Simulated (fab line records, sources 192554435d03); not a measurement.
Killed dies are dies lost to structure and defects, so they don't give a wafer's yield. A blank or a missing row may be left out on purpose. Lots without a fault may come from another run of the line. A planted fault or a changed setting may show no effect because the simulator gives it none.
fab line records | flow n5_finfet
record lots=11 wafers=33 last_day=19
route steps=1938 shown BEOL_M13@1660 PASSIVATION@1936
lots that met no fault: from a run of the same line without faults
start_h: hours from the record's first day to the start of the lot's first wafer shown | wait_h: hours since the lot's step before | " the same as in the row above | L1.1+2: a row that stands for several wafers | - no value, or no start given | * or withheld: withheld | < > ~ a bound
route shown NAME@n: a module of which the file shows steps, and the number in the route of the first | usual: mean/standard deviation of fault-free wafers | same: alike in all rows | chamber/n: place in a boat | sites: the reading at each site | _std_site: their standard deviation | _edge_site: outer sites' mean less inner sites' | radius_mm: how far each site lies from the wafer's centre | mask NAME#n: copy n | behind: the tool/chamber that last shaped the wafer | hold: why the lot was held/for how many hours/how that ended | device: the transistor (n, p or np) that didn't switch | end of line: the same wafers' tests at the end of the route | a step without rows: its recipe alone | killed: dies lost to structure and defects at the first sort, not the wafer's yield | map: a wafer's dies, x killed, . not, _ none there
set.NAME: the setting as run; set.NAME@STEP: as run at that earlier step | model.NAME: the simulator's own value behind a step, which no gauge read
steps of the route over a sample of lots; a table a step, a row a wafer
services: from which hour (start_h, from the record's first day; less than 0 if before it) a tool's chamber was out of use, for how many hours, and why
## steps
# step N5_BEOL_M13_THK_MEAS_01
# recipe reads=SiOC_of_BEOL_M13_ILD_DEP_00
# usual M13_ILD_THK=844/10
# columns lot.wafer tool chamber start_h wait_h M13_ILD_THK[nm]
L206.2 film_metro-02 - 283.15 0.1 850
L206.3 " - " " 838
L206.5 " - " " 864
L205.1 film_metro-01 - 284.89 0.1 832
L205.3 " - " " 827
L205.6 " - " " 845
L207.2 film_metro-02 - 289.56 0.1 842
L207.4 " - " " 855
L207.6 " - " " 849
L208.1 film_metro-01 - 297.47 0.1 846
L208.4 " - " " 843
L208.6 " - " " 857
L209.1 film_metro-01 - 313.44 0.1 838
L209.2 " - " " 838
L209.4 " - " " 849
L210.1 film_metro-02 - 313.50 0.1 827
L210.3 " - " " 843
L210.4 " - " " 852
L217.3 film_metro-01 - 345.91 0.1 822
L217.4 " - " " 848
L217.5 " - " " 841
L219.1 film_metro-01 - 350.37 0.1 835
L219.2 " - " " 834
L219.4 " - " " 842
L220.1 film_metro-01 - 370.75 0.1 848
L220.4 " - " " 854
L220.6 " - " " 858
L224.3 film_metro-01 - 397.62 0.1 848
L224.4 " - " " 848
L224.5 " - " " 850
L227.1 film_metro-01 - 415.34 0.1 839
L227.3 " - " " 826
L227.6 " - " " 858
# step N5_BEOL_M13_STRIP_63
# recipe chemistry=N2/H2 power_w=1000 temp_c=250 h2_frac=0.65 overash_fraction=0.3 pressure_mtorr=1000 n2_flow_sccm=1750 h2_flow_sccm=3250
# usual drypump_motor_current_A=6.08/0.12 heater_power_w=318/31 oes_product_au=0.673/0.0051 strip_time_to_endpoint_s=27.4/1.1
# columns lot.wafer tool chamber start_h wait_h drypump_motor_current_A heater_power_w oes_product_au rf_hours_counter_h strip_time_to_endpoint_s
L206.2 plasma_asher-01 0 283.87 - 6.27 285 0.673 77 27.1
L206.3 " 0 " " 6.24 284 0.676 - 27.2
L206.5 " 0 " " 6.24 289 0.673 - 25.9
L205.1 plasma_asher-02 1 285.73 - 6.13 329 0.674 129 28.7
L205.3 " 1 " " 6.14 336 0.675 - 29.2
L205.6 " 1 " " 6.13 344 0.666 - 26.5
L207.2 plasma_asher-02 1 290.32 - 6.13 340 0.679 131 28.6
L207.4 " 0 " " 5.97 282 0.679 - 25.9
L207.6 " 0 " " 6.02 292 0.684 - 28.1
L208.1 plasma_asher-01 0 298.28 - 6.26 288 0.670 81 26.9
L208.4 " 0 " " 6.26 287 0.683 - 28.3
L208.6 " 1 " " 5.91 356 0.668 - 25.9
L209.1 plasma_asher-02 1 314.16 - 6.15 344 0.669 135 27.5
L209.2 " 0 " " 6.00 294 0.669 135 27.7
L209.4 " 1 " " 6.16 329 0.680 - 28.0
L210.1 plasma_asher-01 0 314.36 - 6.22 286 0.677 85 28.8
L210.3 " 0 " " 6.25 289 0.673 - 26.7
L210.4 " 1 " " 5.86 353 0.679 - 27.6
L217.3 plasma_asher-01 0 346.64 - 6.24 281 0.683 - 28.6
L217.4 " 1 " " 5.91 356 0.679 - 27.3
L217.5 " 0 " " 6.26 290 0.682 - 26.8
L219.1 plasma_asher-02 1 351.21 - 6.14 345 0.665 147 28.9
L219.2 " 0 " " 5.97 289 0.667 147 27.7
L219.4 " 0 " " 5.96 284 0.670 - 26.8
L220.1 plasma_asher-02 0 372.09 - 6.01 286 0.672 151 27.5
L220.4 " 1 " " 6.14 332 0.676 - 27.8
L220.6 " 1 " " 6.14 341 0.669 - 25.9
L224.3 plasma_asher-02 1 398.36 - 6.16 339 0.667 - 26.9
L224.4 " 0 " " 6.02 283 0.671 - 27.4
L224.5 " 1 " " 6.14 343 0.677 - 26.8
L227.1 plasma_asher-02 0 416.18 - 5.97 290 0.675 160 27.2
L227.3 " 0 " " 5.96 296 0.667 - 28.0
L227.6 " 1 " " 6.14 354 0.666 - 25.0
# step N5_BEOL_M13_CD_MEAS_17
# recipe target_cd_nm=190 polarity=opening
# usual cd_nm=190.5/1.9
# columns lot.wafer tool chamber start_h wait_h cd_nm
L206.2 cd_sem-03 - 284.07 0.0 191.2
L206.3 " - " " 191.2
L206.5 " - " " 192.0
L205.1 cd_sem-02 - 285.94 0.0 192.6
L205.3 " - " " 192.3
L205.6 " - " " 194.0
L207.2 cd_sem-03 - 290.53 0.0 190.0
L207.4 " - " " 192.8
L207.6 " - " " 191.9
L208.1 cd_sem-01 - 298.49 0.0 189.0
L208.4 " - " " 189.0
L208.6 " - " " 189.2
L209.1 cd_sem-01 - 314.36 0.0 191.0
L209.2 " - " " 191.5
L209.4 " - " " 189.4
L210.1 cd_sem-02 - 314.56 0.0 188.7
L210.3 " - " " 189.2
L210.4 " - " " 188.3
L217.3 cd_sem-03 - 346.84 0.0 190.2
L217.4 " - " " 190.8
L217.5 " - " " 190.5
L219.1 cd_sem-02 - 351.42 0.0 191.7
L219.2 " - " " 190.8
L219.4 " - " " 192.8
L220.1 cd_sem-01 - 372.32 0.0 190.8
L220.4 " - " " 188.0
L220.6 " - " " 188.5
L224.3 cd_sem-01 - 398.55 0.0 190.6
L224.4 " - " " 189.8
L224.5 " - " " 190.6
L227.1 cd_sem-01 - 416.39 0.0 194.0
L227.3 " - " " 192.1
L227.6 " - " " 192.0
# step N5_BEOL_M13_INSPECT_30
# recipe mode=adi inspect_instrument=macro
# usual raw_defect_count=2.2/1.4
# columns lot.wafer tool chamber start_h wait_h raw_defect_count
L206.2 defect_inspect-02 - 284.45 0.0 0
L206.3 " - " " 1
L206.5 " - " " 2
L205.1 defect_inspect-01 - 286.32 0.0 0
L205.3 " - " " 4
L205.6 " - " " 3
L207.2 defect_inspect-02 - 290.91 0.0 0
L207.4 " - " " 1
L207.6 " - " " 3
L208.1 defect_inspect-01 - 298.87 0.0 1
L208.4 " - " " 2
L208.6 " - " " 5
L209.1 defect_inspect-01 - 314.74 0.0 3
L209.2 " - " " 0
L209.4 " - " " 5
L210.1 defect_inspect-01 - 314.98 0.0 >300
L210.3 " - " " >300
L210.4 " - " " 2
L217.3 defect_inspect-02 - 347.34 0.0 >300
L217.4 " - " " 2
L217.5 " - " " >300
L219.1 defect_inspect-01 - 351.80 0.0 2
L219.2 " - " " 3
L219.4 " - " " 1
L220.1 defect_inspect-02 - 372.70 0.0 1
L220.4 " - " " 2
L220.6 " - " " 2
L224.3 defect_inspect-02 - 399.05 0.0 4
L224.4 " - " " 2
L224.5 " - " " 2
L227.1 defect_inspect-01 - 416.77 0.0 6
L227.3 " - " " 1
L227.6 " - " " 5
# step N5_BEOL_M13_STRIP_37
# recipe chemistry=N2/H2 power_w=1000 temp_c=250 h2_frac=0.65 overash_fraction=0.3 pressure_mtorr=withheld n2_flow_sccm=1750 h2_flow_sccm=3250
# usual drypump_motor_current_A=6.07/0.11 heater_power_w=317/31 oes_product_au=0.784/0.01
# columns lot.wafer tool chamber start_h wait_h drypump_motor_current_A heater_power_w oes_product_au rf_hours_counter_h
L206.2 plasma_asher-01 0 285.14 0.1 6.25 285 0.798 77
L206.3 " 0 " " 6.25 291 0.794 -
L206.5 " 1 " " 5.93 363 0.775 -
L205.1 plasma_asher-02 1 287.19 0.3 6.13 345 0.784 130
L205.3 " 0 " " 5.96 287 0.778 -
L205.6 " 1 " " 6.15 344 0.776 -
L207.2 plasma_asher-02 1 291.56 0.0 6.14 347 0.795 131
L207.4 " 1 " " 6.13 338 0.780 -
L207.6 " 1 " " 6.14 353 0.774 -
L208.1 plasma_asher-02 0 299.52 0.0 6.00 286 0.785 133
L208.4 " 0 " " 6.01 294 0.787 -
L208.6 " 0 " " 6.01 291 0.776 -
L209.1 plasma_asher-01 0 315.80 0.0 6.23 291 0.777 85
L209.2 " 1 " " 5.99 356 0.784 85
L209.4 " 1 " " 5.94 363 0.803 -
L210.1 plasma_asher-02 1 316.36 0.0 6.13 343 0.768 136
L210.3 " 0 " " 6.03 287 0.788 -
L210.4 " 1 " " 6.14 343 0.804 -
L217.3 plasma_asher-02 0 348.16 0.1 6.00 289 0.801 -
L217.4 " 1 " " 6.14 344 0.789 -
L217.5 " 1 " " 6.13 344 0.783 -
L219.1 plasma_asher-01 1 352.51 0.0 5.95 360 0.785 88
L219.2 " 0 " " 6.25 288 0.800 88
L219.4 " 0 " " 6.26 293 0.794 -
L220.1 plasma_asher-02 0 373.36 0.0 6.04 287 0.782 151
L220.4 " 0 " " 6.01 274 0.800 -
L220.6 " 1 " " 6.13 343 0.766 -
L224.3 plasma_asher-02 0 399.72 0.1 5.96 292 0.779 -
L224.4 " 1 " " 6.14 341 0.783 -
L224.5 " 1 " " 6.13 342 0.782 -
L227.1 plasma_asher-02 1 418.01 0.0 6.15 340 0.774 160
L227.3 " 0 " " 6.00 286 0.777 -
L227.6 " 1 " " 6.13 347 0.790 -
# step N5_PASSIVATION_PROBE_49
# usual defect_limited_yield=91.0/1.4 killed_at_M0_to_M3=33/11 killed_at_M4_up=14/5 killed_at_contacts=11/7.3 killed_at_front_end=43/12 killed_at_other=4/3.1 killed_dies=106/17 killed_on_rim=14/3.8 killed_open=69/13 killed_short=34/8.7 sort_bin_5_function=5.2/0.96 sort_bin_6_memory=3.3/0.66 sort_n_pass=1074/17 sort_yield_pct=91.0/1.4
# same gross_dies=1180 killed_at_back_side=0 sort_bin_4_leakage[%]=0 sort_bin_8_speed[%]=0
# columns lot.wafer tool chamber start_h wait_h defect_limited_yield[%] killed_at_M0_to_M3 killed_at_M4_up killed_at_contacts killed_at_front_end killed_at_other killed_dies killed_on_rim killed_open killed_short sort_bin_5_function[%] sort_bin_6_memory[%] sort_n_pass sort_yield_pct[%]
L205.1 prober-02 - 318.22 0.0 92.1 22 24 8 38 1 93 7 72 21 4.5 3.1 1087 92.1
L205.3 prober-02 - 318.32 0.1 90.7 36 17 5 52 0 110 17 80 29 5.3 3.6 1070 90.7
L205.6 prober-02 - 318.47 0.3 91.4 35 14 7 43 3 102 12 69 32 5.0 3.6 1078 91.4
L206.2 prober-01 - 321.58 0.1 89.7 46 19 15 38 4 122 17 82 37 6.0 3.8 1058 89.7
L206.3 prober-01 - 321.63 0.1 91.5 33 20 14 30 3 100 15 52 46 5.0 3.3 1080 91.5
L206.5 prober-01 - 321.73 0.2 90.6 32 11 14 45 9 111 17 73 37 5.8 3.2 1069 90.6
L207.2 prober-02 - 326.89 0.1 92.4 26 9 9 37 9 90 7 66 24 4.6 3.1 1090 92.4
L207.4 prober-02 - 326.99 0.2 92.0 26 9 9 45 5 94 12 66 28 5.6 2.1 1086 92.0
L207.6 prober-02 - 327.09 0.3 91.3 32 16 7 43 5 103 16 70 28 5.3 2.9 1077 91.3
L208.1 prober-01 - 336.56 0.0 90.3 41 12 15 36 11 115 16 73 33 5.8 3.5 1065 90.3
L208.4 prober-01 - 336.71 0.2 88.6 42 15 19 50 8 134 14 85 46 6.4 4.4 1046 88.6
L208.6 prober-01 - 336.81 0.3 89.3 32 15 30 41 8 126 17 81 36 5.7 3.9 1054 89.3
L209.1 prober-02 - 348.55 0.0 92.7 31 10 3 42 0 86 12 49 36 4.1 2.7 1094 92.7
L209.2 prober-02 - 348.60 0.1 91.4 44 14 6 37 1 102 19 52 44 4.8 2.8 1078 91.4
L209.4 prober-02 - 348.70 0.2 92.5 35 10 9 32 2 88 15 58 23 4.3 2.4 1092 92.5
L210.1 prober-01 - 349.13 0.0 81.2 34 140 12 31 5 222 25 76 29 11.7 4.9 958 81.2
L210.3 prober-01 - 349.23 0.1 82.3 30 144 1 28 6 209 24 50 25 12.2 2.6 971 82.3
L210.4 prober-01 - 349.28 0.2 90.2 49 13 9 42 3 116 16 64 50 5.8 3.3 1064 90.2
L217.3 prober-02 - 384.38 0.1 81.1 25 135 17 41 5 223 24 56 37 12.0 3.8 957 81.1
L217.4 prober-02 - 384.43 0.2 92.0 21 10 15 41 7 94 12 58 35 4.4 3.4 1086 92.0
L217.5 prober-02 - 384.48 0.2 80.8 42 130 11 37 6 226 24 76 29 11.4 4.7 954 80.8
L219.1 prober-01 - 389.84 0.0 91.4 34 10 5 52 1 102 13 71 30 5.3 3.2 1078 91.4
L219.2 prober-01 - 389.89 0.1 89.2 16 22 11 70 8 127 26 88 33 6.0 4.2 1053 89.2
L219.4 prober-01 - 389.99 0.2 88.6 39 11 11 63 11 135 18 88 40 7.4 3.4 1045 88.6
L220.1 prober-01 - 403.89 0.0 90.3 35 14 1 59 6 115 11 75 32 5.3 3.6 1065 90.3
L220.4 prober-01 - 404.04 0.2 92.3 30 11 3 38 9 91 13 62 26 4.6 2.9 1089 92.3
L220.6 prober-01 - 404.14 0.3 90.8 39 17 2 47 4 109 14 77 31 5.8 3.4 1071 90.8
L224.3 prober-01 - 438.28 0.1 90.9 42 16 15 30 4 107 15 76 28 4.3 4.4 1073 90.9
L224.4 prober-01 - 438.33 0.2 89.2 49 28 17 31 2 127 15 92 32 6.5 4.0 1053 89.2
L224.5 prober-01 - 438.38 0.2 91.9 40 21 4 28 2 95 14 72 16 4.3 3.1 1085 91.9
L227.1 prober-01 - 450.79 0.0 90.6 24 26 17 40 4 111 14 72 36 5.6 3.6 1069 90.6
L227.3 prober-01 - 450.89 0.1 91.4 28 22 6 38 7 101 15 62 28 5.4 2.3 1079 91.4
L227.6 prober-01 - 451.04 0.3 88.5 35 24 17 57 3 136 18 83 51 7.9 2.8 1044 88.5
# killed by level:class
L205.1 BEOL_M4:geometric_particle:open=12 BEOL_M1:geometric_particle:open=7 BEOL_M3:geometric_particle:open=6 GATE_CUT:geometric_particle:short=6 GATE_CUT:geometric_particle:open=6 MOL_CONTACT_COAG:geometric_particle:open=6 STI_FIN_REVEAL:geometric_particle:open=5 BEOL_M2:geometric_particle:open=5
L205.3 STI_FIN_REVEAL:geometric_particle:open=26 BEOL_M0_SAQP:geometric_particle:short=10 BEOL_M1:geometric_particle:open=10 DUMMY_GATE:geometric_particle:open=9 BEOL_M4:geometric_particle:open=7 BEOL_M2:geometric_particle:open=6 MOL_CONTACT_COAG:geometric_particle:open=5 STARTING-WAFER:geometric_particle:short=5
L205.6 STI_FIN_REVEAL:geometric_particle:open=12 BEOL_M2:geometric_particle:open=9 FIN_SAQP:geometric_particle:short=7 GATE_CUT:geometric_particle:short=7 MOL_CONTACT_COAG:geometric_particle:open=7 BEOL_M1:geometric_particle:open=7 BEOL_M3:geometric_particle:open=5 GATE_CUT:geometric_particle:open=4
L206.2 MOL_CONTACT_COAG:geometric_particle:open=13 BEOL_M4:geometric_particle:open=12 BEOL_M2:geometric_particle:open=10 BEOL_M0_SAQP:geometric_particle:open=8 GATE_CUT:geometric_particle:short=7 BEOL_M0_SAQP:geometric_particle:short=7 FIN_SAQP:geometric_particle:open=6 BEOL_M3:geometric_particle:open=6
L206.3 BEOL_M4:geometric_particle:open=12 FIN_SAQP:geometric_particle:short=9 MOL_CONTACT_COAG:geometric_particle:open=9 BEOL_M0_SAQP:geometric_particle:short=8 FIN_SAQP:geometric_particle:open=6 BEOL_M0_SAQP:geometric_particle:open=6 BEOL_M0:geometric_particle:short=5 STARTING-WAFER:geometric_particle:short=5
L206.5 STI_FIN_REVEAL:geometric_particle:open=13 MOL_CONTACT_COAG:geometric_particle:open=9 BEOL_M0_SAQP:geometric_particle:open=6 BEOL_M0_SAQP:geometric_particle:short=6 DUMMY_GATE:geometric_particle:open=5 GATE_CUT:geometric_particle:open=5 STARTING-WAFER:geometric_particle:open=5 FIN_SAQP:geometric_particle:short=4
L207.2 STI_FIN_REVEAL:geometric_particle:open=11 BEOL_M1:geometric_particle:open=11 MOL_CONTACT_COAG:geometric_particle:open=9 FIN_SAQP:geometric_particle:open=7 BEOL_M0_SAQP:geometric_particle:open=7 FIN_SAQP:geometric_particle:short=5 GATE_CUT:geometric_particle:open=3 STARTING-WAFER:geometric_particle:open=3
L207.4 STI_FIN_REVEAL:geometric_particle:open=18 MOL_CONTACT_COAG:geometric_particle:open=8 BEOL_M1:geometric_particle:open=6 BEOL_M0_SAQP:geometric_particle:open=6 BEOL_M0_SAQP:geometric_particle:short=6 FIN_SAQP:geometric_particle:open=5 FIN_SAQP:geometric_particle:short=4 GATE_CUT:geometric_particle:open=3
L207.6 FIN_SAQP:geometric_particle:open=13 BEOL_M1:geometric_particle:open=9 BEOL_M0_SAQP:geometric_particle:open=8 MOL_CONTACT_COAG:geometric_particle:open=6 BEOL_M2:geometric_particle:open=6 FIN_SAQP:geometric_particle:short=5 GATE_CUT:geometric_particle:short=5 STARTING-WAFER:geometric_particle:short=5
L208.1 MOL_CONTACT_COAG:geometric_particle:open=14 BEOL_M2:geometric_particle:open=9 FIN_SAQP:geometric_particle:short=8 BEOL_M0_SAQP:geometric_particle:open=8 BEOL_M0_SAQP:geometric_particle:short=7 PASSIVATION:area_etch=7 FIN_SAQP:geometric_particle:open=6 STI_FIN_REVEAL:geometric_particle:open=5
L208.4 MOL_CONTACT_COAG:geometric_particle:open=13 FIN_SAQP:geometric_particle:open=12 BEOL_M1:geometric_particle:short=12 FIN_SAQP:geometric_particle:short=10 STI_FIN_REVEAL:geometric_particle:open=10 BEOL_M1:geometric_particle:open=8 BEOL_M3:geometric_particle:open=5 DUMMY_GATE:geometric_particle:open=4
L208.6 MOL_CONTACT_COAG:geometric_particle:open=20 MOL_CONTACT_COAG:geometric_particle:short=10 STI_FIN_REVEAL:geometric_particle:open=9 BEOL_M1:geometric_particle:open=9 BEOL_M4:geometric_particle:open=9 HKMG_FIN:area_etch=6 FIN_SAQP:geometric_particle:short=5 STI_FIN_REVEAL:geometric_particle:short=5
L209.1 STI_FIN_REVEAL:geometric_particle:open=16 BEOL_M3:geometric_particle:open=7 GATE_CUT:geometric_particle:short=6 BEOL_M0_SAQP:geometric_particle:short=6 DUMMY_GATE:geometric_particle:open=4 BEOL_M0_SAQP:geometric_particle:open=4 FIN_SAQP:geometric_particle:short=3 STI_FIN_REVEAL:geometric_particle:short=3
L209.2 GATE_CUT:geometric_particle:short=10 BEOL_M3:geometric_particle:open=9 BEOL_M0_SAQP:geometric_particle:open=9 BEOL_M0_SAQP:geometric_particle:short=8 BEOL_M1:geometric_particle:open=7 BEOL_M2:geometric_particle:open=5 BEOL_M3:geometric_particle:short=5 FIN_SAQP:geometric_particle:open=4
L209.4 BEOL_M2:geometric_particle:open=11 BEOL_M3:geometric_particle:open=9 MOL_CONTACT_COAG:geometric_particle:open=6 BEOL_M2:geometric_particle:short=6 FIN_SAQP:geometric_particle:open=5 DUMMY_GATE:geometric_particle:open=5 BEOL_M0_SAQP:geometric_particle:short=5 HKMG_FIN:area_etch=5
L210.1 BEOL_M13:unspecified=117 BEOL_M4:geometric_particle:open=12 MOL_CONTACT_COAG:geometric_particle:open=11 BEOL_M3:geometric_particle:open=10 BEOL_M2:geometric_particle:open=9 STI_FIN_REVEAL:geometric_particle:open=7 BEOL_M0_SAQP:geometric_particle:short=7 FIN_SAQP:geometric_particle:open=6
L210.3 BEOL_M13:unspecified=130 BEOL_M3:geometric_particle:open=8 BEOL_M1:geometric_particle:open=7 STI_FIN_REVEAL:geometric_particle:open=6 FIN_SAQP:geometric_particle:short=5 BEOL_M2:geometric_particle:open=5 FIN_SAQP:geometric_particle:open=4 BEOL_M0_SAQP:geometric_particle:short=3
L210.4 BEOL_M0_SAQP:geometric_particle:open=12 BEOL_M1:geometric_particle:open=10 FIN_SAQP:geometric_particle:short=9 BEOL_M0_SAQP:geometric_particle:short=8 GATE_CUT:geometric_particle:open=7 GATE_CUT:geometric_particle:short=6 MOL_CONTACT_COAG:geometric_particle:open=6 BEOL_M2:geometric_particle:open=6
L217.3 BEOL_M13:unspecified=130 BEOL_M0_SAQP:geometric_particle:short=14 MOL_CONTACT_COAG:geometric_particle:open=14 STI_FIN_REVEAL:geometric_particle:open=11 FIN_SAQP:geometric_particle:open=9 FIN_SAQP:geometric_particle:short=5 DUMMY_GATE:geometric_particle:open=4 BEOL_M0_SAQP:geometric_particle:open=4
L217.4 MOL_CONTACT_COAG:geometric_particle:open=13 FIN_SAQP:geometric_particle:open=10 STI_FIN_REVEAL:geometric_particle:open=10 FIN_SAQP:geometric_particle:short=6 BEOL_M1:geometric_particle:open=6 BEOL_M0_SAQP:geometric_particle:short=5 STI_FIN_REVEAL:geometric_particle:short=4 GATE_CUT:geometric_particle:short=4
L217.5 BEOL_M13:unspecified=121 STI_FIN_REVEAL:geometric_particle:open=13 BEOL_M0_SAQP:geometric_particle:open=13 MOL_CONTACT_COAG:geometric_particle:open=11 BEOL_M0_SAQP:geometric_particle:short=11 FIN_SAQP:geometric_particle:open=8 BEOL_M1:geometric_particle:open=7 BEOL_M1:geometric_particle:short=5
L219.1 STI_FIN_REVEAL:geometric_particle:open=21 FIN_SAQP:geometric_particle:short=12 FIN_SAQP:geometric_particle:open=9 BEOL_M2:geometric_particle:open=8 BEOL_M0_SAQP:geometric_particle:open=6 BEOL_M3:geometric_particle:open=6 BEOL_M0:geometric_particle:open=4 STI_FIN_REVEAL:geometric_particle:short=3
L219.2 STI_FIN_REVEAL:geometric_particle:open=26 FIN_SAQP:geometric_particle:open=17 MOL_CONTACT_COAG:geometric_particle:open=8 FIN_SAQP:geometric_particle:short=7 STI_FIN_REVEAL:geometric_particle:short=7 BEOL_M4:geometric_particle:open=6 BEOL_M5:geometric_particle:open=5 BEOL_M0_SAQP:geometric_particle:open=4
L219.4 STI_FIN_REVEAL:geometric_particle:open=23 FIN_SAQP:geometric_particle:open=16 BEOL_M0_SAQP:geometric_particle:open=12 FIN_SAQP:geometric_particle:short=11 MOL_CONTACT_COAG:geometric_particle:open=9 BEOL_M2:geometric_particle:open=7 BEOL_M3:geometric_particle:open=5 BEOL_M4:geometric_particle:open=4
L220.1 STI_FIN_REVEAL:geometric_particle:open=24 BEOL_M1:geometric_particle:open=15 STI_FIN_REVEAL:geometric_particle:short=7 BEOL_M3:geometric_particle:open=6 STARTING-WAFER:geometric_particle:short=6 HKMG_FIN:area_etch=6 BEOL_M0_SAQP:geometric_particle:short=5 BEOL_M0_SAQP:geometric_particle:open=5
L220.4 STI_FIN_REVEAL:geometric_particle:open=20 BEOL_M1:geometric_particle:open=7 BEOL_M3:geometric_particle:open=6 DUMMY_GATE:geometric_particle:open=5 BEOL_M2:geometric_particle:open=5 GATE_CUT:geometric_particle:short=4 BEOL_M0_SAQP:geometric_particle:open=4 MIM_TOP_ETCH:geometric_particle:short=4
L220.6 STI_FIN_REVEAL:geometric_particle:open=13 BEOL_M3:geometric_particle:open=10 GATE_CUT:geometric_particle:short=9 BEOL_M4:geometric_particle:open=8 ILD0:geometric_particle:open=7 BEOL_M0_SAQP:geometric_particle:open=7 BEOL_M2:geometric_particle:open=7 BEOL_M1:geometric_particle:open=6
L224.3 MOL_CONTACT_COAG:geometric_particle:open=13 BEOL_M0_SAQP:geometric_particle:open=9 BEOL_M2:geometric_particle:open=8 BEOL_M4:geometric_particle:open=8 STI_FIN_REVEAL:geometric_particle:open=7 BEOL_M0_SAQP:geometric_particle:short=7 DUMMY_GATE:geometric_particle:open=6 BEOL_M0:geometric_particle:open=5
L224.4 BEOL_M4:geometric_particle:open=18 MOL_CONTACT_COAG:geometric_particle:open=13 BEOL_M3:geometric_particle:open=11 BEOL_M2:geometric_particle:open=10 BEOL_M0_SAQP:geometric_particle:open=7 STARTING-WAFER:geometric_particle:open=6 FIN_SAQP:geometric_particle:open=6 BEOL_M0:geometric_particle:open=6
L224.5 BEOL_M1:geometric_particle:open=12 BEOL_M4:geometric_particle:open=12 BEOL_M2:geometric_particle:open=10 BEOL_M0_SAQP:geometric_particle:open=7 STI_FIN_REVEAL:geometric_particle:open=5 STARTING-WAFER:geometric_particle:open=5 BEOL_M0_SAQP:geometric_particle:short=4 HKMG_FIN:area_etch=4
L227.1 MOL_CONTACT_COAG:geometric_particle:open=16 FIN_SAQP:geometric_particle:short=9 BEOL_M4:geometric_particle:open=8 BEOL_M5:geometric_particle:open=7 FIN_SAQP:geometric_particle:open=5 STI_FIN_REVEAL:geometric_particle:open=5 BEOL_M0_SAQP:geometric_particle:open=5 BEOL_M0_SAQP:geometric_particle:short=5
L227.3 BEOL_M2:geometric_particle:open=8 BEOL_M5:geometric_particle:open=8 HKMG_FIN:area_etch=8 BEOL_M0_SAQP:geometric_particle:open=7 STI_FIN_REVEAL:geometric_particle:open=6 BEOL_M0_SAQP:geometric_particle:short=5 BEOL_M4:geometric_particle:open=5 FIN_SAQP:geometric_particle:short=4
L227.6 BEOL_M2:geometric_particle:open=10 FIN_SAQP:geometric_particle:open=9 MOL_CONTACT_COAG:geometric_particle:short=9 FIN_SAQP:geometric_particle:short=8 MOL_CONTACT_COAG:geometric_particle:open=8 BEOL_M0_SAQP:geometric_particle:open=8 BEOL_M5:geometric_particle:open=8 BEOL_M4:geometric_particle:open=7
## services
# columns tool chamber start_h hours kind
plasma_asher-01 - 285.47 1.2 repair
plasma_asher-01 - 319.35 22.0 repair
plasma_asher-02 - 325.92 1.3 repair
## key
first_sign step=N5_BEOL_M13_INSPECT_30 reading=raw_defect_count direction=up sigmas=99+ usual=2.2 struck=>300
effect step=N5_PASSIVATION_PROBE_49 reading=killed_at_M4_up direction=up sigmas=24 usual=14 struck=137
more_kills_born_at N5_BEOL_M13_STRIP_63@plasma_asher-01=498
met_at N5_BEOL_M13_STRIP_63
struck_lots L210,L217
struck_wafers L210.1,L210.3,L217.3,L217.5
not_acting_at N5_BEOL_M13_THK_MEAS_01,N5_BEOL_M13_CD_MEAS_17,N5_BEOL_M13_STRIP_37
onset_between 298.28 314.36
fault kind=chamber_particle_source tool=plasma_asher-01 chamber=0 onset_h=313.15 steps=N5_BEOL_M13_STRIP_63 rate_per_visit_cm2=1.2885 end_h=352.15
